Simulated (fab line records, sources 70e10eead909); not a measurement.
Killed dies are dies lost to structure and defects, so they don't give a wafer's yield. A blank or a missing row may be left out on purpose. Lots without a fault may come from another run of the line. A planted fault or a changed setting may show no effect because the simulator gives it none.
fab line records | flow nand_harc
record lots=12 wafers=36 last_day=24
route steps=1159 shown P_CONTACT@217 END@1159
lots that met no fault: from a run of the same line without faults
start_h: hours from the record's first day to the start of the lot's first wafer shown | wait_h: hours since the lot's step before | " the same as in the row above | L1.1+2: a row that stands for several wafers | - no value, or no start given | * or withheld: withheld | < > ~ a bound
route shown NAME@n: a module of which the file shows steps, and the number in the route of the first | usual: mean/standard deviation of fault-free wafers | same: alike in all rows | chamber/n: place in a boat | sites: the reading at each site | _std_site: their standard deviation | _edge_site: outer sites' mean less inner sites' | radius_mm: how far each site lies from the wafer's centre | mask NAME#n: copy n | behind: the tool/chamber that last shaped the wafer | hold: why the lot was held/for how many hours/how that ended | device: the transistor (n, p or np) that didn't switch | end of line: the same wafers' tests at the end of the route | a step without rows: its recipe alone | killed: dies lost to structure and defects at the first sort, not the wafer's yield | map: a wafer's dies, x killed, . not, _ none there
set.NAME: the setting as run; set.NAME@STEP: as run at that earlier step | model.NAME: the simulator's own value behind a step, which no gauge read
steps of the route over a sample of lots; a table a step, a row a wafer
services: from which hour (start_h, from the record's first day; less than 0 if before it) a tool's chamber was out of use, for how many hours, and why
## steps
# step NHARC_P_CONTACT_DEP_30
# recipe target_thk_a=300 temp_c=400 target_thk_nm=30 flow_sccm=200 rf_w=450 material=SiNx
# usual heater_power_w=757/100
# columns lot.wafer tool chamber start_h wait_h heater_power_w
L263.3 pecvd-04 0 105.84 0.1 626
L263.1 " 1 " " 866
L263.4 " 2 " " 626
L262.1 pecvd-04 1 107.78 0.1 704
L262.5 " 2 " " 615
L262.6 " 0 " " 618
L264.2 pecvd-04 1 121.50 0.1 862
L264.5 " 0 " " 628
L264.4 " 2 " " 637
L266.3 pecvd-01 0 129.26 0.1 873
L266.4 " 2 " " 823
L266.6 " 1 " " 794
L270.3 pecvd-01 0 159.50 0.2 847
L270.1 " 1 " " 756
L270.5 " 2 " " 852
L274.3 pecvd-04 2 188.24 0.1 671
L274.1 " 1 " " 821
L274.6 " 1 " " 823
L277.1 pecvd-01 1 203.42 0.1 840
L277.4 " 1 " " 866
L277.5 " 0 " " 841
L279.2 pecvd-03 2 209.20 0.1 599
L279.4 " 0 " " 703
L279.6 " 1 " " 864
L280.3 pecvd-03 2 217.36 0.1 687
L280.2 " 0 " " 788
L280.5 " 1 " " 835
L283.2 pecvd-01 0 231.23 0.1 948
L283.3 " 1 " " 788
L283.6 " 0 " " 957
L282.5 pecvd-04 1 232.73 0.2 705
L282.4 " 2 " " 571
L282.6 " 0 " " 673
L285.3 pecvd-03 2 244.56 0.1 666
L285.5 " 1 " " 748
L285.4 " 0 " " 799
# step NHARC_P_CONTACT_CMP_01
# recipe target_thk_nm=200 material=SiO2
# usual motor_current_A=12.2/1.2 slurry_flow_ml_min=149.9/0.47
# columns lot.wafer tool chamber start_h wait_h motor_current_A slurry_flow_ml_min
L263.3 cmp-01 2 106.54 - 8.8 149.6
L263.4 " 3 " " 13.3 150.5
L263.1 " 0 " " 11.2 149.1
L262.1 cmp-01 3 108.49 - 12.7 150.3
L262.6 " 0 " " 10.8 150.5
L262.5 " 1 " " 13.1 149.7
L264.2 cmp-04 2 122.16 - 11.6 150.4
L264.4 " 1 " " 12.0 150.4
L264.5 " 2 " " 12.0 150.8
L266.4 cmp-04 0 129.98 - 13.3 149.4
L266.3 " 1 " " 13.1 150.6
L266.6 " 3 " " 12.6 149.9
L270.1 cmp-04 3 160.22 - 12.4 150.0
L270.3 " 2 " " 11.6 150.5
L270.5 " 0 " " 13.8 150.0
L274.1 cmp-02 3 188.95 - 12.2 150.2
L274.3 " 0 " " 9.9 149.4
L274.6 " 0 " " 9.6 150.3
L277.4 cmp-02 3 204.13 - 11.6 149.8
L277.1 " 2 " " 12.7 149.9
L277.5 " 3 " " 13.0 150.0
L279.2 cmp-04 3 209.93 - 13.0 149.9
L279.4 " 1 " " 13.0 150.2
L279.6 " 3 " " 12.8 148.7
L280.2 cmp-04 1 218.12 - 13.4 150.1
L280.3 " 2 " " 11.5 150.0
L280.5 " 3 " " 13.4 150.3
L283.3 cmp-02 0 231.92 - 10.0 150.6
L283.2 " 2 " " 12.0 149.6
L283.6 " 0 " " 10.4 149.9
L282.4 cmp-01 0 233.38 - 11.3 148.9
L282.5 " 2 " " 10.0 150.1
L282.6 " 3 " " 13.0 149.8
L285.3 cmp-04 2 245.28 - 11.7 150.1
L285.4 " 3 " " 12.7 150.2
L285.5 " 0 " " 13.0 149.7
# step NHARC_P_CONTACT_ETCH_35
# recipe target_depth_a=390 over_etch_frac=0.3 time_s=65 ion_energy_ev=80 cf4_flow_sccm=150 ar_flow_sccm=0 rf_w=300 bias_w=100 chemistry=CF4
# usual drypump_motor_current_A=5.7/0.5 oes_product_au=0.998/0.012 rf_vpp_V=151.3/1.3 showerhead_plenum_p_Torr=1.77/0.086 throttle_valve_pct=13.282/0.0092
# columns lot.wafer tool chamber start_h wait_h drypump_motor_current_A oes_product_au rf_hours_counter_h rf_vpp_V showerhead_plenum_p_Torr throttle_valve_pct
L263.1 rie_diel-06 0 107.51 0.1 4.9 0.994 2 150.9 1.88 13.281
L263.3 " 3 " " 5.1 0.991 3 150.1 1.75 13.276
L263.4 " 3 " " 5.1 1.001 - 152.1 1.75 13.281
L262.1 rie_diel-02 3 109.39 0.1 5.2 1.023 42 150.6 1.69 13.302
L262.6 " 3 " " 5.2 1.020 - 151.1 1.69 13.289
L262.5 " 0 " " 6.2 1.010 - 149.3 1.67 13.265
L264.4 rie_diel-06 0 123.27 0.1 4.9 0.999 4 153.0 1.88 13.268
L264.2 " 1 " " 6.6 0.985 1 151.4 1.67 13.300
L264.5 " 3 " " 5.1 1.008 - 153.3 1.75 13.275
L266.4 rie_diel-06 2 131.04 0.1 6.0 1.002 5 152.6 1.88 13.269
L266.3 " 3 " " 5.1 1.012 5 150.3 1.75 13.285
L266.6 " 1 " " 6.6 0.985 - 151.3 1.67 13.277
L270.3 rie_diel-06 2 161.31 0.1 6.0 1.006 8 152.5 1.88 13.277
L270.1 " 1 " " 6.6 0.979 3 149.8 1.67 13.282
L270.5 " 2 " " 5.9 1.003 - 152.5 1.88 13.277
L274.1 rie_diel-06 1 189.92 0.1 6.6 0.970 4 149.9 1.67 13.276
L274.3 " 2 " " 6.0 0.991 9 151.9 1.88 13.300
L274.6 " 1 " " 6.6 0.964 - 149.6 1.67 13.283
L277.1 rie_diel-08 2 205.12 0.1 6.1 1.014 8 152.1 1.86 13.284
L277.4 " 3 " " 5.7 1.004 7 150.1 1.80 13.277
L277.5 " 2 " " 6.1 1.020 - 149.9 1.86 13.290
L279.2 rie_diel-02 2 210.90 0.1 5.8 0.976 21 149.8 1.65 13.282
L279.6 " 2 " " 5.8 0.990 - 148.5 1.65 13.274
L279.4 " 0 " " 6.2 0.991 - 151.2 1.66 13.266
L280.3 rie_diel-08 0 219.06 0.1 5.5 0.994 9 150.8 1.71 13.278
L280.2 " 1 " " 5.4 0.977 9 149.7 1.68 13.284
L280.5 " 2 " " 6.1 1.006 - 153.2 1.86 13.275
L283.3 rie_diel-08 3 233.01 0.1 5.7 1.003 11 152.8 1.80 13.274
L283.2 " 1 " " 5.4 0.972 11 150.2 1.68 13.294
L283.6 " 2 " " 6.1 1.005 - 152.8 1.86 13.275
L282.4 rie_diel-08 0 234.38 0.1 5.5 0.984 11 150.5 1.71 13.281
L282.5 " 3 " " 5.7 1.003 - 151.8 1.80 13.293
L282.6 " 0 " " 5.5 0.984 - 149.7 1.71 13.287
L285.3 rie_diel-02 2 246.34 0.1 5.8 0.987 32 150.5 1.64 13.288
L285.4 " 3 " " 5.2 1.007 31 151.0 1.67 13.291
L285.5 " 2 " " 5.8 0.976 - 149.5 1.64 13.278
# step NHARC_P_CONTACT_ETCH_31
# recipe target_depth_a=300 time_s=85.7 ion_energy_ev=120 over_etch_frac=1 ch3f_flow_sccm=50 o2_flow_sccm=30 ar_flow_sccm=200 rf_w=500 bias_w=100 chemistry=CH3F/O2
# usual drypump_motor_current_A=5.7/0.5 oes_product_au=0.978/0.015 rf_vpp_V=244.1/1.8 showerhead_plenum_p_Torr=2.45/0.12 throttle_valve_pct=20.663/0.0088
# columns lot.wafer tool chamber start_h wait_h drypump_motor_current_A oes_product_au rf_hours_counter_h rf_vpp_V showerhead_plenum_p_Torr throttle_valve_pct
L263.3 rie_diel-06 0 108.29 - 4.9 0.976 3 245.7 2.62 20.650
L263.1 " 2 " " 6.0 0.996 3 246.1 2.62 20.667
L263.4 " 3 " " 5.1 0.987 - 243.6 2.43 20.678
L262.1 rie_diel-02 0 110.32 - 6.2 0.968 44 243.3 2.32 20.680
L262.5 " 2 " " 5.8 0.971 - 242.3 2.29 20.666
L262.6 " 3 " " 5.2 0.993 - 242.3 2.34 20.661
L264.4 rie_diel-06 1 123.92 - 6.6 0.935 1 241.6 2.32 20.670
L264.2 " 3 " " 5.1 0.969 5 244.6 2.43 20.666
L264.5 " 1 " " 6.6 0.938 - 242.6 2.32 20.655
L266.4 rie_diel-06 1 131.70 - 6.6 0.962 2 244.0 2.32 20.654
L266.3 " 2 " " 5.9 0.993 5 247.2 2.62 20.663
L266.6 " 3 " " 5.1 0.991 - 244.5 2.43 20.678
L270.3 rie_diel-06 1 161.97 - 6.6 0.965 3 243.3 2.32 20.659
L270.1 " 0 " " 4.9 0.978 8 246.0 2.62 20.658
L270.5 " 1 " " 6.6 0.962 - 242.6 2.32 20.656
L274.3 rie_diel-06 0 190.59 - 4.9 0.620 10 246.1 2.62 20.659
L274.1 " 2 " " 5.9 0.994 10 246.2 2.61 20.665
L274.6 " 0 " " 4.9 0.616 - 246.3 2.62 20.658
L277.4 rie_diel-08 2 205.77 - 6.1 0.980 8 245.7 2.59 20.663
L277.1 " 3 " " 5.7 0.976 8 247.4 2.51 20.661
L277.5 " 3 " " 5.7 0.983 - 244.4 2.51 20.663
L279.2 rie_diel-02 0 211.69 - 6.2 0.974 20 242.3 2.30 20.667
L279.4 " 1 " " 6.3 0.975 - 243.2 2.36 20.656
L279.6 " 0 " " 6.2 0.971 - 242.6 2.30 20.663
L280.3 rie_diel-08 2 219.77 - 6.1 1.007 10 246.5 2.59 20.675
L280.2 " 3 " " 5.7 0.983 9 244.0 2.51 20.662
L280.5 " 1 " " 5.4 0.970 - 242.7 2.33 20.665
L283.2 rie_diel-08 3 233.84 - 5.7 0.993 11 244.1 2.51 20.676
L283.3 " 0 " " 5.5 0.965 11 241.6 2.37 20.658
L283.6 " 3 " " 5.7 0.978 - 244.1 2.51 20.655
L282.4 rie_diel-08 2 235.34 - 6.1 0.982 12 245.4 2.59 20.676
L282.6 " 2 " " 6.1 0.998 - 244.3 2.59 20.677
L282.5 " 3 " " 5.7 0.976 - 244.3 2.51 20.654
L285.3 rie_diel-02 2 246.99 - 5.8 0.959 33 242.3 2.28 20.656
L285.4 " 1 " " 6.3 0.971 35 242.6 2.35 20.672
L285.5 " 2 " " 5.8 0.957 - 241.3 2.28 20.669
# step NHARC_END_SORT_01
# recipe temp_c=25
# usual killed_at_array=31/11 killed_at_other=0.5/0.78 killed_at_periphery=3.0/2 killed_dies=34/12 killed_open=3.2/2 killed_short=1.9/1.6
# same gross_dies=677
# columns lot.wafer tool chamber start_h wait_h killed_at_array killed_at_other killed_at_periphery killed_dies killed_open killed_short
L274.1 prober-01 0 510.01 2.5 13 0 4 17 3 3
L274.3 prober-01 0 511.60 3.1 20 1 656 677 3 7
L274.6 prober-01 0 513.98 4.0 17 1 659 677 3 0
# killed by level:class
L274.1 A_CHANNEL_HOLE_D1:chamber_film_flake=4 A_CHANNEL_FILL_D1:geometric_particle:short=2 P_M1:chamber_film_flake=2 A_STAIRCASE:chamber_film_flake=2 A_CONTACT:chamber_film_flake=2 P_M1:geometric_particle:open=1 A_ONON_D1:geometric_particle:short=1 A_CHANNEL_FILL_D1:geometric_particle:open=1
L274.3 P_CONTACT:area_etch=653 A_CONTACT:chamber_film_flake=6 P_M1:chamber_film_flake=3 A_SOURCE_PLATE:geometric_particle:short=2 A_CONTACT:geometric_particle:open=2 A_CONTACT:geometric_particle:short=2 A_STAIRCASE:chamber_film_flake=2 A_CHANNEL_HOLE_D1:geometric_particle:short=1
L274.6 P_CONTACT:area_etch=655 A_CONTACT:chamber_film_flake=8 A_CHANNEL_HOLE_D1:chamber_film_flake=5 P_GATE:geometric_particle:open=2 P_M1:chamber_film_flake=2 A_ZERO_WELL:chamber_film_flake=2 A_CONTACT:geometric_particle:open=1 HYBRID_BOND:chamber_film_flake=1
## services
# columns tool chamber start_h hours kind
cmp-01 - 83.60 1.8 repair
rie_diel-06 1 86.36 31.0 repair
pecvd-04 - 100.21 3.3 repair
rie_diel-06 - 102.02 1.4 repair
cmp-04 - 105.00 4.0 pm
pecvd-03 - 111.46 13.0 pm
cmp-02 - 114.14 1.0 repair
cmp-02 - 115.97 1.9 repair
rie_diel-08 0 119.10 6.5 repair
cmp-01 - 124.61 1.5 repair
rie_diel-08 - 124.87 9.0 pm
rie_diel-06 1 132.37 16.8 repair
pecvd-01 - 150.17 0.3 repair
rie_diel-02 - 150.70 9.0 pm
cmp-04 - 151.29 1.2 repair
rie_diel-06 - 162.28 12.5 repair
pecvd-01 0 178.52 23.2 repair
pecvd-04 - 195.22 13.0 pm
cmp-04 - 203.00 4.0 pm
rie_diel-02 3 205.93 7.4 repair
rie_diel-02 2 219.20 6.0 repair
rie_diel-08 0 220.69 1.5 repair
pecvd-01 - 237.06 13.0 pm
rie_diel-06 - 241.20 9.0 pm
## key
first_sign step=NHARC_P_CONTACT_ETCH_31 reading=oes_product_au direction=down sigmas=24 usual=0.978 struck=0.618
effect step=NHARC_END_SORT_01 reading=killed_at_periphery direction=up sigmas=99+ usual=3.0 struck=657.5
more_kills_born_at NHARC_P_CONTACT_ETCH_31@rie_diel-06=1308
met_at NHARC_P_CONTACT_ETCH_31
struck_lots L274
struck_wafers L274.3,L274.6
later_rows_left_out L274.3,L274.6
tester_left_out L274
not_acting_at NHARC_P_CONTACT_DEP_30,NHARC_P_CONTACT_CMP_01,NHARC_P_CONTACT_ETCH_35
onset_between 161.97 190.59
fault kind=process_parameter_drift tool=rie_diel-06 chamber=0 onset_h=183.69 steps=NHARC_P_CONTACT_ETCH_31 channel=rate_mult offset=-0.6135 shape=step end_h=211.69
# tester_left_out: of these lots the tester's yield and bins aren't shown, on N5 and GAA mostly nor the transistor test; their killed dies are dies lost to structure and defects alone, not to doping, threshold or leakage, so they don't give the yield
# later_rows_left_out: the simulator's readings of these wafers behind a module that went badly wrong aren't trusted and aren't shown, but for the sort
